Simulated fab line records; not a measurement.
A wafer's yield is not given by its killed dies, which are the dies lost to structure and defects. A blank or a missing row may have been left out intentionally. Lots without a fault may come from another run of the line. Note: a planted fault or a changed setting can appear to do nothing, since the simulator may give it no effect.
Chamber matching -- flow n5_finfet -- 4 sister chambers for N5_BEOL_M5_DESCUM_16 on rie_diel-03
The step chemistry O2, time 7 s. 8 wafers are shown with their chamber, then 11 later ones without.

== WAFERS PAIRED WITH THEIR CHAMBERS ==
wafer,chamber,drypump_motor_current_A (A),showerhead_plenum_p_Torr (Torr)
L083.6,0,6.0,2.04
L084.1,3,5.7,2.06
L084.3,2,5.1,2.12
L084.5,2,5.0,2.12
L086.2,1,6.3,2.15
L086.4,3,5.7,2.06
L086.5,1,6.3,2.14
L087.1,0,6.1,2.03

== WAFERS WITH NO CHAMBER GIVEN ==
wafer,drypump_motor_current_A (A),showerhead_plenum_p_Torr (Torr)
L087.4,6.1,2.03
L087.5,5.0,2.11
L090.2,6.0,2.03
L090.4,6.0,2.03
L090.5,6.3,2.14
L093.1,6.3,2.14
L093.2,6.0,2.03
L093.6,6.0,2.03
L094.1,5.0,2.11
L094.4,6.1,2.03
L094.5,5.0,2.11

== CHAMBER TAKEN BY EACH ==
wafer,from the rows above,in truth
L087.4,0,0
L087.5,2,2
L090.2,0,0
L090.4,0,0
L090.5,1,1
L093.1,1,1
L093.2,0,0
L093.6,0,0
L094.1,2,2
L094.4,0,0
L094.5,2,2
11 of 11 placed correctly. Not placeable from these rows: 0. Wrongly placed: 0.
How it was worked out, from the rows above alone: a wafer's distance from a chamber is the root of the sum, over the readings, of the square of ((its reading less the chamber's mean) divided by the reading's scatter). The wafer belongs to the nearest chamber; if the next one is less than 2 further off, it can't be placed. The mean given for a chamber averages the wafers shown for that chamber. The scatter: the root of (the sum of the squares of (reading less its chamber's mean) over the shown wafers, divided by (wafers less chambers)).
